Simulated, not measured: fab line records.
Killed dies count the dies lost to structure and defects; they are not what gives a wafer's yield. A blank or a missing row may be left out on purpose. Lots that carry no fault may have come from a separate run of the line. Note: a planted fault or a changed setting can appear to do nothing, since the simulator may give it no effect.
Which of the tools did it? | flow nandHarc | 12 lots, 36 wafers sampled, at 3 steps of a route of 1302

## WHAT EACH GAUGE READ, for each wafer
NHARC_A_ZERO_WELL_CD_MEAS_10: the cd target is 2000 nm.
lot  | measured     | on       | cdNm (nm)
L075 | day 7 09:10  | cdSem-02 | 2002.1 2003.3 2002.9
L077 | day 8 05:29  | cdSem-01 | 2001.9 2000.6 2002.3
L079 | day 8 17:44  | cdSem-03 | 1999.7 2001.1 2000.0
L081 | day 9 15:13  | cdSem-01 | 2003.3 2003.7 2000.4
L083 | day 10 17:33 | cdSem-02 | 2001.3 2000.2 2001.1
L085 | day 11 07:59 | cdSem-02 | 2003.2 2001.9 2001.4
L087 | day 12 01:43 | cdSem-02 | 2001.6 2003.0 2001.1
L088 | day 12 21:46 | cdSem-02 | 1997.3 2000.2 1999.4
L091 | day 13 20:57 | cdSem-01 | 1999.5 2001.4 2000.7
L093 | day 14 20:17 | cdSem-01 | 1998.5 1998.8 1999.6
L095 | day 15 15:35 | cdSem-03 | 1999.2 1998.7 1997.3
L097 | day 16 06:35 | cdSem-02 | 2000.8 2000.8 2001.6

## TOOL THAT RAN EACH LOT (tool first, then ch and the chambers of the sampled wafers, then the start)
lot  | NHARC_P_BONDPAD_ETCH_37           | NHARC_P_BONDPAD_STRIP_15
L075 | rieDiel-05 ch 0,3, day 7 05:22    | rieDiel-06 ch 2,3, day 7 05:41
L077 | rieDiel-01 ch 0,1,2, day 8 01:42  | rieDiel-06 ch 0,1,3, day 8 02:02
L079 | rieDiel-01 ch 1,2, day 8 13:39    | rieDiel-05 ch 1,2,3, day 8 13:59
L081 | rieDiel-01 ch 0,2,3, day 9 11:25  | rieDiel-05 ch 0,2, day 9 11:43
L083 | rieDiel-01 ch 0,1,2, day 10 13:46 | rieDiel-01 ch 0,1, day 10 14:05
L085 | rieDiel-05 ch 0,2,3, day 11 04:08 | rieDiel-01 ch 1,2,3, day 11 04:27
L087 | rieDiel-05 ch 2,3, day 11 21:56   | rieDiel-01 ch 0,2,3, day 11 22:15
L088 | rieDiel-01 ch 0,2,3, day 12 17:55 | rieDiel-05 ch 1,2, day 12 18:13
L091 | rieDiel-06 ch 0,1,2, day 13 17:04 | rieDiel-05 ch 1,2, day 13 17:22
L093 | rieDiel-06 ch 1,2, day 14 16:36   | rieDiel-01 ch 0,1,2, day 14 16:58
L095 | rieDiel-06 ch 0,2, day 15 11:57   | rieDiel-05 ch 0,2, day 15 12:14
L097 | rieDiel-01 ch 0,3, day 16 02:43   | rieDiel-06 ch 0,3, day 16 03:02
- NHARC_P_BONDPAD_ETCH_37: etches the open film in N2/H2, target depth 60 nm, overetch 18 nm, time 65.91 s.
- NHARC_P_BONDPAD_STRIP_15: strips in O2.

## THE ANSWER, worked out from the rows above alone
Rule: usual is defined by the lots themselves. The widest of any qualifying gaps counts: lots, ordered by their means at a reading, are off when they make up no more than a third of the lots, leave a main group of 4 or more, and stand apart from it by 3 or more times the standard deviation of that group's means. A main group is skipped when, at the precision printed for the reading in the tables above, its means are all equal. A lot without any number at a reading at which 4 lots or more have one is off too. Where the step has rows for the other lots, those lots are counted as sound.
No lot is off at any reading shown: from this, nothing can be told.

## WHAT HAD BEEN PUT IN BY THE SIMULATOR
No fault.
